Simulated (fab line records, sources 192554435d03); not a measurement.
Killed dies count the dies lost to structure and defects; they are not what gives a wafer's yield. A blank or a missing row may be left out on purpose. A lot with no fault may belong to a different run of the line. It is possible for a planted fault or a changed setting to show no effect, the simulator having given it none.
fab line records	flow n5_finfet
record: lots: 6	wafers: 18	last_day: 17
route steps=1938 shown BEOL_M4@1055
lots that met no fault: taken from a fault-free run of the same line
start_h: hours from the record's first day to the start of the lot's first wafer shown	wait_h: hours from the lot's prior step to this one	" same as the row above	L1.1+2: one row covering several wafers at once	- no value, or no start was given	* or withheld: withheld	< > ~ a bound
route shown NAME@n: NAME is a module with steps in the file, n the number in the route of the first one	usual: the fault-free wafers' mean and standard deviation	same: alike in all rows	chamber/n: place in a boat	sites: the reading at each site	_std_site: standard deviation across them	_edge_site: inner sites' mean taken away from outer sites' mean	radius_mm: for every site, how far away it sits from the centre of the wafer	mask NAME#n: copy n	behind: the tool/chamber that last shaped the wafer	hold: reason for holding the lot/hours on hold/outcome of the hold	device: whichever transistor did not switch (one of n, p or np)	end of line: the same wafers' tests at the end of the route	for a step that has no rows: nothing shown but its recipe	killed: count of dies lost to structure and defects at first sort (not the wafer's yield)	map: dies across one wafer; x = killed, . = not, _ = none there
set.NAME: the run value of the setting; set.NAME@STEP: its run value at that earlier step	model.NAME: the simulator's own value behind a step, which no gauge read
certain route steps with their lots: each step a table, each wafer a row
services: the hour from which a tool's chamber was out of use, counted from the record's first day as start_h (under 0 if before that day), plus the number of hours and why
== steps ==
step: N5_BEOL_M4_DEVELOP_27
recipe: develop_time_s: 30	developer: TMAH	resist: CAR-EUV	rinse_liquid: surfactant_rinse	dry: air_spin	dev_temp_c: 23
step: N5_BEOL_M4_CD_MEAS_28
recipe: target_cd_nm: 26.2	landing_energy_ev: 500	detector: se_inlens	target_cd_y_nm: 24.1	polarity: opening
usual: cd_nm: 26.19/0.25
lot.wafer	tool	chamber	start_h	wait_h	cd_nm
L331.4	cd_sem-03	0	185.35	-	25.81
L331.5	"	0	"	"	26.31
L331.6	"	0	"	"	26.45
L333.3	cd_sem-02	0	200.99	-	26.61
L333.4	"	0	"	"	26.03
L333.5	"	0	"	"	26.38
L337.1	cd_sem-03	0	228.76	-	26.35
L337.2	"	0	"	"	26.12
L337.6	"	0	"	"	26.15
L339.1	cd_sem-02	0	233.67	-	26.06
L339.2	"	0	"	"	26.06
L339.4	"	0	"	"	26.11
L346.1	cd_sem-02	0	277.41	-	26.08
L346.3	"	0	"	"	26.16
L346.5	"	0	"	"	26.49
L347.2	cd_sem-02	0	288.38	-	25.93
L347.3	"	0	"	"	25.91
L347.5	"	0	"	"	26.26
step: N5_BEOL_M4_OVL_MEAS_29
recipe: points_per_wafer: 522
usual: V3_OVL: -0.2/0.68
lot.wafer	tool	chamber	start_h	wait_h	V3_OVL[nm]
L331.4	overlay-02	0	185.40	0.0	0.6
L331.5	"	0	"	"	0.8
L331.6	"	0	"	"	0.0
L333.3	overlay-01	0	201.03	0.0	0.9
L333.4	"	0	"	"	1.0
L333.5	"	0	"	"	0.2
L337.1	overlay-01	0	228.79	0.0	-0.9
L337.2	"	0	"	"	-0.5
L337.6	"	0	"	"	-0.5
L339.1	overlay-01	0	233.71	0.0	1.1
L339.2	"	0	"	"	0.1
L339.4	"	0	"	"	0.5
L346.1	overlay-02	0	277.44	0.0	-0.5
L346.3	"	0	"	"	-0.9
L346.5	"	0	"	"	-0.4
L347.2	overlay-02	0	288.42	0.0	0.4
L347.3	"	0	"	"	-1.0
L347.5	"	0	"	"	0.6
step: N5_BEOL_M4_INSPECT_30
recipe: mode: adi	inspect_instrument: brightfield
usual: raw_defect_count: 362/76
lot.wafer	tool	chamber	start_h	wait_h	raw_defect_count
L331.4	defect_inspect-02	-	185.44	0.0	483
L331.5	"	-	"	"	344
L331.6	"	-	"	"	356
L333.3	defect_inspect-02	-	201.07	0.0	284
L333.4	"	-	"	"	220
L333.5	"	-	"	"	315
L337.1	defect_inspect-01	-	228.85	0.1	319
L337.2	"	-	"	"	272
L337.6	"	-	"	"	321
L339.1	defect_inspect-02	-	233.76	0.1	317
L339.2	"	-	"	"	438
L339.4	"	-	"	"	378
L346.1	defect_inspect-02	-	277.51	0.1	396
L346.3	"	-	"	"	394
L346.5	"	-	"	"	483
L347.2	defect_inspect-02	-	288.47	0.0	354
L347.3	"	-	"	"	270
L347.5	"	-	"	"	351
step: N5_BEOL_M4_DESCUM_33
recipe: chemistry: O2	time_s: 7	source_power_w: 50	bias_power_w: 20	pressure_mtorr: 20	rf_frequency_hz: 2.712e+07	temp_c: 40	resist: CAR-EUV	o2_flow_sccm: 225
step: N5_BEOL_M4_ETCH_77
recipe: chemistry: N2/H2	target: underlayer	target_depth_a: 65	mask_material: CAR-EUV	time_s: 5.2	ion_energy_ev: 200	pressure_mtorr: 30	source_w: 840	bias_w: 150	n2_flow_sccm: 200	h2_flow_sccm: 200	ends: cleared
usual: bias_w: 150.0/0.48	chamber_pressure_mTorr: 30.00/0.039	drypump_motor_current_A: 5.7/0.52	etch_rf_on_time_s: 5.20/0.071	oes_product_au: 0.68/0.084	rf_vpp_V: 524.0/2.6	showerhead_plenum_p_Torr: 2.55/0.087	throttle_valve_pct: 17.85/0.16
lot.wafer	tool	chamber	start_h	wait_h	bias_w	chamber_pressure_mTorr	drypump_motor_current_A	etch_rf_on_time_s	oes_product_au	rf_hours_counter_h	rf_vpp_V	showerhead_plenum_p_Torr	throttle_valve_pct
L331.4	rie_diel-01	1	185.51	0.0	149.8	30.05	4.9	5.21	0.77	26	523.0	2.49	17.55
L331.5	"	1	"	"	150.2	29.99	4.9	5.22	0.79	-	522.0	2.49	17.57
L331.6	"	2	"	"	149.7	30.00	5.5	5.26	0.61	-	523.7	2.53	17.77
L333.3	rie_diel-04	1	201.14	0.0	150.1	30.02	5.6	5.31	0.59	219	520.2	2.52	17.96
L333.4	"	0	"	"	150.1	30.06	5.6	5.26	0.58	249	523.8	2.51	18.32
L333.5	"	2	"	"	150.8	30.01	6.5	5.15	0.79	-	528.1	2.72	17.84
L337.1	rie_diel-04	1	229.20	0.0	148.7	30.04	5.6	5.36	0.58	229	521.9	2.51	18.00
L337.2	"	0	"	"	150.3	29.88	5.6	5.15	0.81	3	521.6	2.51	17.90
L337.6	"	0	"	"	150.0	30.04	5.6	5.12	0.82	-	519.6	2.51	17.90
L339.1	rie_diel-01	0	233.83	0.0	150.2	29.99	5.4	5.11	0.77	29	525.9	2.61	18.04
L339.2	"	1	"	"	149.9	29.99	4.8	5.23	0.73	43	521.7	2.48	17.59
L339.4	"	3	"	"	149.3	30.02	5.7	5.25	0.73	51	526.6	2.59	17.74
L346.1	rie_diel-01	2	277.58	0.0	149.3	29.98	5.5	5.21	0.60	212	522.1	2.52	17.81
L346.3	"	0	"	"	149.7	30.05	5.3	5.08	0.74	44	524.0	2.60	18.10
L346.5	"	3	"	"	150.4	30.03	5.8	5.19	0.72	-	526.4	2.59	17.76
L347.2	rie_diel-06	0	288.72	0.0	149.7	29.98	5.5	5.27	0.62	184	527.3	2.63	18.05
L347.3	"	2	"	"	149.8	30.04	5.4	5.20	0.74	44	522.0	2.48	17.70
L347.5	"	3	"	"	149.6	29.99	6.8	5.25	0.61	-	527.9	2.62	17.91
step: N5_BEOL_M4_ETCH_69
recipe: chemistry: CF4	target: SiARC	target_depth_a: 156	mask_material: CAR-EUV	time_s: 26	ion_energy_ev: 80	pressure_mtorr: 40	source_w: 545	bias_w: 36	Ar_flow_sccm: 100	cf4_flow_sccm: 100	ends: cleared
usual: bias_w: 36.01/0.1	cf4_flow_sccm: 100.0/0.3	drypump_motor_current_A: 5.7/0.52	etch_rf_on_time_s: 25.9/0.36	oes_product_au: 0.68/0.086	rf_vpp_V: 184.2/1.2	showerhead_plenum_p_Torr: 2.15/0.067	throttle_valve_pct: 15.58/0.16
lot.wafer	tool	chamber	start_h	wait_h	bias_w	cf4_flow_sccm	drypump_motor_current_A	etch_rf_on_time_s	oes_product_au	rf_hours_counter_h	rf_vpp_V	showerhead_plenum_p_Torr	throttle_valve_pct
L331.4	rie_diel-01	1	185.53	0.0	36.09	100.0	4.9	25.8	0.77	26	183.2	2.10	15.29
L331.5	"	1	"	"	35.95	100.1	4.8	25.9	0.77	-	183.2	2.10	15.27
L331.6	"	2	"	"	35.89	100.4	5.5	26.2	0.61	-	183.3	2.14	15.53
L333.3	rie_diel-04	1	201.16	0.0	35.97	99.8	5.6	26.6	0.59	219	182.8	2.12	15.63
L333.4	"	0	"	"	36.15	100.8	5.6	25.8	0.59	249	184.1	2.11	16.07
L333.5	"	2	"	"	36.11	100.0	6.5	25.9	0.80	-	184.7	2.27	15.48
L337.1	rie_diel-04	1	229.22	0.0	36.07	100.3	5.6	26.3	0.58	229	184.0	2.11	15.63
L337.2	"	0	"	"	36.06	99.9	5.6	25.4	0.82	3	184.5	2.11	15.58
L337.6	"	0	"	"	35.94	100.1	5.6	25.3	0.83	-	184.5	2.11	15.58
L339.1	rie_diel-01	0	233.85	0.0	35.77	100.3	5.3	25.2	0.77	29	184.8	2.19	15.74
L339.2	"	1	"	"	36.03	99.8	4.8	25.9	0.74	43	182.7	2.09	15.30
L339.4	"	3	"	"	36.13	100.0	5.8	26.0	0.75	51	184.4	2.17	15.48
L346.1	rie_diel-01	2	277.59	0.0	35.87	100.1	5.5	26.1	0.60	212	184.8	2.12	15.59
L346.3	"	0	"	"	36.06	99.7	5.3	25.1	0.75	44	184.5	2.18	15.77
L346.5	"	3	"	"	36.14	100.0	5.8	25.7	0.73	-	184.0	2.16	15.51
L347.2	rie_diel-06	0	288.74	0.0	36.05	100.1	5.5	26.1	0.61	184	186.3	2.21	15.83
L347.3	"	2	"	"	36.20	100.3	5.4	25.7	0.75	44	183.9	2.09	15.47
L347.5	"	3	"	"	36.16	100.0	6.8	26.0	0.61	-	185.4	2.20	15.77
step: N5_BEOL_M4_ALD_98
recipe: material: SiO2	target_thk_a: 25	temp_c: 100	ald_precursor_family: BDEAS	ald_co_reactant: O2-plasma	pulse_time_s: 1	co_reactant_pulse_time_s: 1	purge_time_s: 2	co_reactant_purge_time_s: 2	ald_cycles: 17	pressure_torr: 2
usual: chamber_pressure_Torr: 2.000/0.0041	heater_power_w: 78/7.6	precursor_pulse_height_rel: 0.997/0.018
same: co_reactant_pulse_time_s: 1	pulse_time_s: 1
lot.wafer	tool	chamber	start_h	wait_h	chamber_pressure_Torr	heater_power_w	precursor_pulse_height_rel
L331.4	ald_sin-02	3	185.61	0.1	2.005	86	0.966
L331.5	"	2	"	"	2.004	73	1.014
L331.6	"	1	"	"	1.997	77	1.024
L333.3	ald_sin-04	0	201.49	0.3	2.002	77	1.006
L333.4	"	3	"	"	2.000	72	0.987
L333.5	"	3	"	"	1.995	71	0.990
L337.1	ald_sin-03	1	229.30	0.1	1.994	76	0.973
L337.2	"	2	"	"	1.990	73	0.995
L337.6	"	1	"	"	1.990	77	0.980
L339.1	ald_sin-04	1	234.34	0.5	2.000	76	1.009
L339.2	"	0	"	"	2.004	77	1.010
L339.4	"	3	"	"	1.994	73	0.977
L346.1	ald_sin-04	1	278.24	0.6	1.998	76	0.999
L346.3	"	3	"	"	1.997	71	1.000
L346.5	"	1	"	"	1.997	80	1.007
L347.2	ald_sin-03	0	288.82	0.1	2.002	64	0.983
L347.3	"	1	"	"	2.001	81	1.000
L347.5	"	0	"	"	1.999	65	1.003
step: N5_BEOL_M4_ETCHBACK_99
recipe: chemistry: CHF3	target: SiO2	target_depth_a: 50	time_s: 10.4	source_w: 215	bias_w: 47	Ar_flow_sccm: 200	CHF3_flow_sccm: 12	ion_energy_ev: 100	pressure_mtorr: 30
usual: drypump_motor_current_A: 5.7/0.53	oes_product_au: 0.80/0.098	rf_vpp_V: 239.0/1.9	showerhead_plenum_p_Torr: 2.16/0.065	throttle_valve_pct: 17.05/0.16
lot.wafer	tool	chamber	start_h	wait_h	drypump_motor_current_A	oes_product_au	rf_hours_counter_h	rf_vpp_V	showerhead_plenum_p_Torr	throttle_valve_pct
L331.4	rie_diel-01	1	186.20	0.5	4.9	0.91	26	234.7	2.11	16.74
L331.5	"	0	"	"	5.3	0.94	-	238.6	2.20	17.19
L331.6	"	3	"	"	5.8	0.90	-	237.8	2.19	16.89
L333.3	rie_diel-06	0	203.45	1.9	5.5	0.75	148	240.7	2.23	17.19
L333.4	"	1	"	"	5.3	0.68	239	235.7	2.12	17.18
L333.5	"	3	"	"	6.8	0.74	-	238.9	2.23	17.16
L337.1	rie_diel-06	0	232.11	2.8	5.5	0.74	159	241.2	2.23	17.21
L337.2	"	1	"	"	5.3	0.68	249	237.9	2.12	17.20
L337.6	"	2	"	"	5.4	0.90	-	238.3	2.12	16.95
L339.1	rie_diel-04	0	239.91	5.5	5.6	0.95	7	237.4	2.12	17.12
L339.2	"	3	"	"	5.7	0.72	213	239.4	2.04	16.92
L339.4	"	1	"	"	5.6	0.68	233	239.3	2.12	17.07
L346.1	rie_diel-01	3	279.17	0.9	5.8	0.85	67	236.7	2.17	16.96
L346.3	"	0	"	"	5.4	0.88	45	240.7	2.19	17.26
L346.5	"	1	"	"	4.8	0.85	-	237.3	2.10	16.82
L347.2	rie_diel-04	3	298.69	9.8	5.6	0.70	237	241.4	2.03	16.96
L347.3	"	2	"	"	6.5	0.85	58	239.8	2.28	17.08
L347.5	"	0	"	"	5.6	0.90	-	239.3	2.12	17.17
step: N5_BEOL_M4_ETCH_70
recipe: chemistry: N2/H2	target: SOC	target_depth_a: 800	overetch_a: 240	mask_material: SiARC	temp_c: 40	time_s: 130	ion_energy_ev: 200	pressure_mtorr: 30	source_w: 840	bias_w: 150	n2_flow_sccm: 200	h2_flow_sccm: 200
usual: bias_w: 150.0/0.41	chamber_pressure_mTorr: 29.999/0.03	drypump_motor_current_A: 5.7/0.53	oes_product_au: 0.59/0.068	rf_vpp_V: 524.3/2.4	showerhead_plenum_p_Torr: 2.56/0.081	throttle_valve_pct: 17.80/0.16
lot.wafer	tool	chamber	start_h	wait_h	bias_w	chamber_pressure_mTorr	drypump_motor_current_A	oes_product_au	rf_hours_counter_h	rf_vpp_V	showerhead_plenum_p_Torr	throttle_valve_pct
L331.4	rie_diel-01	1	186.24	0.0	150.0	30.026	4.9	0.66	26	523.3	2.49	17.50
L331.5	"	0	"	"	149.8	29.960	5.4	0.69	-	525.5	2.61	17.96
L331.6	"	3	"	"	150.4	30.015	5.8	0.66	-	526.8	2.60	17.68
L333.3	rie_diel-06	0	203.48	0.0	149.8	29.998	5.5	0.55	148	526.5	2.65	17.95
L333.4	"	1	"	"	150.1	29.985	5.4	0.51	239	523.3	2.50	17.92
L333.5	"	3	"	"	150.0	30.012	6.8	0.55	-	526.4	2.64	17.83
L337.1	rie_diel-06	0	232.14	0.0	149.9	29.995	5.5	0.55	159	527.4	2.65	17.98
L337.2	"	1	"	"	149.4	29.967	5.3	0.50	249	524.8	2.50	17.92
L337.6	"	2	"	"	149.6	30.017	5.4	0.67	-	523.6	2.49	17.60
L339.1	rie_diel-04	0	239.95	0.0	149.8	29.985	5.6	0.69	7	521.7	2.50	17.84
L339.2	"	3	"	"	149.9	30.010	5.7	0.53	213	519.8	2.41	17.67
L339.4	"	1	"	"	149.7	30.016	5.6	0.51	233	521.9	2.51	17.97
L346.1	rie_diel-01	3	279.20	0.0	149.9	30.019	5.8	0.63	67	524.2	2.59	17.73
L346.3	"	0	"	"	149.4	29.992	5.4	0.65	45	524.6	2.60	18.03
L346.5	"	1	"	"	149.5	30.002	4.9	0.63	-	521.3	2.48	17.56
L347.2	rie_diel-04	3	298.73	0.0	151.2	29.961	5.6	0.52	237	521.6	2.40	17.68
L347.3	"	2	"	"	150.2	30.059	6.5	0.64	58	529.6	2.70	17.86
L347.5	"	0	"	"	150.7	30.031	5.6	0.65	-	522.7	2.49	17.89
step: N5_BEOL_M4_STRIP_71
recipe: chemistry: N2/H2	temp_c: 40	n2_flow_sccm: 200	h2_flow_sccm: 200	rf_frequency_hz: 6e+07
step: N5_BEOL_M4_STRIP_78
recipe: chemistry: N2/H2	temp_c: 40	n2_flow_sccm: 200	h2_flow_sccm: 200	rf_frequency_hz: 6e+07
step: N5_BEOL_M4_VIA_ETCH_34
recipe: chemistry: C4F6/O2	target_depth_a: 694	mask_material: SOC	pressure_mtorr: 15	ion_energy_ev: 250	taper_deg: 4	time_s: 65.9	source_w: 350	bias_w: 170	Ar_flow_sccm: 300	C4F6_flow_sccm: 10	O2_flow_sccm: 10
usual: C4F6_flow_sccm: 10.001/0.029	O2_flow_sccm: 10.01/0.032	drypump_motor_current_A: 5.7/0.53	oes_product_au: 0.80/0.097	rf_vpp_V: 661/4.7	showerhead_plenum_p_Torr: 2.86/0.083	throttle_valve_pct: 30.73/0.19
lot.wafer	tool	chamber	start_h	wait_h	C4F6_flow_sccm	O2_flow_sccm	drypump_motor_current_A	oes_product_au	rf_hours_counter_h	rf_vpp_V	showerhead_plenum_p_Torr	throttle_valve_pct	model.SOC_of_BEOL_M4_COAT_67.thk_nm	model.SiARC_of_BEOL_M4_COAT_68.thk_nm	model.SiO2_of_BEOL_M4_ALD_98.thk_nm
L331.4	rie_diel-01	1	186.34	0.0	9.987	10.05	4.8	0.91	26	655	2.78	30.46	52	0	0
L331.5	"	0	"	"	10.054	10.00	5.4	0.94	-	665	2.91	31.09	51.8	0	0
L331.6	"	3	"	"	10.017	9.96	5.8	0.89	-	656	2.89	30.53	52.2	0	0
L333.3	rie_diel-06	0	203.59	0.0	9.975	10.00	5.5	0.74	148	668	2.95	30.82	52.4	0	0
L333.4	"	1	"	"	10.006	10.00	5.3	0.68	239	652	2.80	30.77	52.4	0	0
L333.5	"	3	"	"	9.966	10.00	6.8	0.73	-	662	2.93	30.78	52.6	0	0
L337.1	rie_diel-06	0	232.25	0.0	-	-	-	-	-	-	-	-	60.2	5.8	2.4
L337.2	"	1	"	"	-	-	-	-	-	-	-	-	60.2	6	2.4
L337.6	"	2	"	"	-	-	-	-	-	-	-	-	60.4	5.8	2.4
L339.1	rie_diel-04	0	240.05	0.0	-	-	-	-	-	-	-	-	60	5.8	2.4
L339.2	"	3	"	"	-	-	-	-	-	-	-	-	60	5.8	2.4
L339.4	"	1	"	"	-	-	-	-	-	-	-	-	60	6	2.4
L346.1	rie_diel-01	3	279.31	0.0	10.020	10.02	5.8	0.84	67	657	2.87	30.57	52.2	0	0
L346.3	"	0	"	"	9.966	9.97	5.3	0.88	45	662	2.89	31.12	52.2	0	0
L346.5	"	1	"	"	9.987	10.06	4.8	0.85	-	655	2.77	30.51	52	0	0
L347.2	rie_diel-04	3	298.83	0.0	10.000	9.97	5.6	0.71	237	664	2.69	30.48	51.8	0	0
L347.3	"	2	"	"	9.994	10.03	6.5	0.85	58	665	3.01	30.86	52.2	0	0
L347.5	"	0	"	"	9.959	9.98	5.6	0.89	-	661	2.80	31.06	51.8	0	0
step: N5_BEOL_M4_STRIP_83
recipe: chemistry: C4F6/O2	resist: SiARC	rf_frequency_hz: 6e+07
step: N5_BEOL_M4_RC_MEAS_101
usual: DIBL_N: 36.4/1.5	DIBL_P: 36.6/1.9	IOFF_N: 0.155/0.021	IOFF_P: 0.211/0.028	ION_N: 671/8.6	ION_P: 462/5.8	SS_N: 71.5/0.5	SS_P: 73.4/0.58	VT_N: 250.1/2.4	VT_P: -250.1/3
lot.wafer	tool	chamber	start_h	wait_h	DIBL_N[mV/V]	DIBL_P[mV/V]	IOFF_N[nA/um]	IOFF_P[nA/um]	ION_N[uA/um]	ION_P[uA/um]	SS_N[mV/dec]	SS_P[mV/dec]	VT_N[mV]	VT_P[mV]
L331.4	prober-01	0	191.08	0.5	34.7	35.2	0.135	0.227	659	461	71.0	73.1	252.8	-248.1
L331.5	"	0	"	"	33.6	33.5	0.119	0.195	660	462	71.0	72.6	255.6	-248.2
L331.6	"	0	"	"	33.8	33.9	0.128	0.205	658	452	70.2	72.9	253.1	-251.0
L333.3	prober-01	0	208.54	0.3	38.6	40.1	0.198	0.267	691	467	71.3	74.0	244.3	-245.7
L333.4	"	0	"	"	36.4	37.6	0.154	0.218	674	460	71.3	74.0	248.2	-248.2
L333.5	"	0	"	"	38.1	40.0	0.194	0.256	679	465	71.9	74.3	248.7	-247.9
L346.1	prober-01	0	283.95	0.0	37.1	38.6	0.172	0.229	689	473	72.1	74.1	248.8	-249.7
L346.3	"	0	"	"	35.8	36.7	0.145	0.197	674	465	71.0	73.8	250.3	-251.3
L346.5	"	0	"	"	36.2	36.7	0.147	0.193	671	456	71.8	73.7	249.4	-248.3
L347.2	prober-01	0	303.97	0.2	38.0	39.2	0.164	0.232	663	458	72.0	74.1	253.2	-247.9
L347.3	"	0	"	"	38.0	39.1	0.172	0.229	680	469	71.4	73.5	248.9	-248.7
L347.5	"	0	"	"	39.2	40.8	0.197	0.266	677	465	71.9	74.4	247.6	-245.2
== services ==
tool	chamber	start_h	hours	kind
ald_sin-04	2	163.53	5.6	repair
ald_sin-03	-	176.83	14.0	pm
rie_diel-04	0	204.28	-	clean
rie_diel-04	0	204.28	-	consumable_replace:focus_ring
rie_diel-04	0	204.28	17.3	scheduled_down
rie_diel-04	0	204.28	17.3	vent_cycle
rie_diel-04	1	217.32	5.2	repair
ald_sin-02	-	231.81	0.7	repair
ald_sin-02	2	241.20	7.5	repair
rie_diel-06	1	242.35	55.8	repair
ald_sin-03	1	250.99	26.5	repair
rie_diel-04	0	265.68	8.2	repair
ald_sin-02	-	268.99	14.0	pm
rie_diel-06	2	272.24	7.4	repair
ald_sin-04	-	279.79	0.4	repair
rie_diel-04	1	282.28	-	clean
rie_diel-04	1	282.28	-	consumable_replace:focus_ring
rie_diel-04	1	282.28	15.7	scheduled_down
rie_diel-04	1	282.28	15.7	vent_cycle
ald_sin-03	-	292.01	0.4	repair
ald_sin-04	-	295.99	6.5	repair
rie_diel-06	1	298.26	-	clean
rie_diel-06	1	298.26	-	consumable_replace:focus_ring
rie_diel-06	1	298.26	15.7	scheduled_down
== key ==
first_sign: step: N5_BEOL_M4_VIA_ETCH_34	reading: tool_record	direction: missing
effect none on later readings
model_effect: step: N5_BEOL_M4_VIA_ETCH_34	value: SOC_of_BEOL_M4_COAT_67.thk_nm	without: 52.03	struck: 60.13
met_at N5_BEOL_M4_VIA_ETCH_34
struck_wafers L337.1,L337.2,L337.6,L339.1,L339.2,L339.4
rows_end L337.1,L337.2,L337.6,L339.1,L339.2,L339.4
onset_between 203.59 232.25
fault: kind: skipped_step_whole	tool: rie_diel-04,rie_diel-06	chamber: -	onset_h: 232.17	steps: N5_BEOL_M4_VIA_ETCH_34	scope: struck_lots_only
rows_end: these wafers met a further fault down the route, and their rows from its step on are left out
